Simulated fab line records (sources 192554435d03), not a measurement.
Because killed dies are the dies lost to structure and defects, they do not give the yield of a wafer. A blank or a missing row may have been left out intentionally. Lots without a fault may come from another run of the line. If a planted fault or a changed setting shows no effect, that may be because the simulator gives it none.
Split-lot experiment -- flow n5-finfet -- on a route of 1938 steps: 7 lots, 21 wafers read

== THE SPLIT ITSELF ==
At N5_BEOL_M0_ETCH_109 (etches SiCN in CH3F/O2, target depth 8 nm, overetch 2.4 nm, time 27.4 s), the setting bias-w was moved away from the recipe's 75 W on 8 of the 21 wafers read, by -12.3% to +15.1%. The other wafers ran this setting at the recipe's value.

Reading taken at the split's own step.

== THE READING ==
rf-vpp-V, in V, at N5_BEOL_M0_ETCH_109 (etches SiCN in CH3F/O2, target depth 8 nm, overetch 2.4 nm, time 27.4 s). Fault-free wafers of this fab line usually give 297.2 V, standard deviation 1.3 V.

wafer,"tool, chamber at the split","bias-w as run, W",against the recipe,"rf-vpp-V, V",against lot-mates on the recipe
L074.3,"rie-diel-03, 2",65.81,-12.3%,274.2,-22.9
L074.5,"rie-diel-03, 0",75,recipe,296.6,-
L074.6,"rie-diel-03, 3",75,recipe,297.6,-
L077.1,"rie-diel-03, 0",66.45,-11.4%,273.4,-26.7
L077.2,"rie-diel-03, 2",75,recipe,300.1,-
L077.3,"rie-diel-03, 1",66.45,-11.4%,275.2,-24.9
L078.1,"rie-diel-05, 3",75,recipe,298.7,-
L078.4,"rie-diel-05, 0",75,recipe,296.0,-
L078.5,"rie-diel-05, 0",81.71,+8.9%,311.9,+14.5
L082.1,"rie-diel-05, 2",75,recipe,296.9,-
L082.2,"rie-diel-05, 0",86.32,+15.1%,322.0,+25.1
L082.6,"rie-diel-05, 2",86.32,+15.1%,325.3,+28.4
L084.2,"rie-diel-03, 3",75,recipe,297.9,-
L084.4,"rie-diel-03, 3",75,recipe,299.1,-
L084.5,"rie-diel-03, 1",75,recipe,298.2,-
L093.1,"rie-diel-05, 1",85.86,+14.5%,324.7,+28.7
L093.4,"rie-diel-05, 3",75,recipe,296.0,-
L093.6,"rie-diel-05, 0",85.86,+14.5%,320.9,+24.9
L094.2,"rie-diel-04, 2",75,recipe,296.2,-
L094.4,"rie-diel-04, 1",75,recipe,297.0,-
L094.5,"rie-diel-04, 0",75,recipe,297.4,-

THE FIT
A straight line over all 21 wafers: rf-vpp-V changes by +1.82 V for each +1% of bias-w; r = +0.99; the points scatter about the line by 1.6 V.
The same after taking each lot's own level away (the mean of its wafers on the recipe; 21 wafers): +1.91 V for each +1%; r = +0.99; scatter 1.7 V.
On that fit, the largest move of bias-w shifts the reading by 29 V.
The span of the lots' own levels, 296.00 to 300.10 V, comes to 3.2 times the standard deviation stated above.
So the lot-to-lot level changes the slope little: the two slopes agree.
Check: with one of the wafers moved furthest among these (+15.1%) left out of the fit, the line predicts +28.8 V for it against its lot-mates. It came out at +25.1 V against them.
Tool readings at the split's step, against how far the setting was moved: rf-vpp-V r = +0.99.

== ADDITIONAL SPLITS CARRIED BY THESE WAFERS ==
Before the reading, these wafers also passed through other splits. Each is held against what the fit with the lots' levels taken away leaves over:
other split on the same wafers,wafers away from the commonest value,r with rf-vpp-V (lot level and that fit taken away)
N5_MOL_CONTACT_COAG_DESCUM_45 time-s,7,-0.14
N5_BEOL_M0_SAQP_SPACER2_ALD_26 target-thk-a,6,-0.17
N5_BEOL_M0_SAQP_EXPOSE_37 dose-mj,8,+0.01

== FILE'S OWN FIT ==
rf-vpp-V changes by +1.88 V for each +1% of bias-w, r = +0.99.
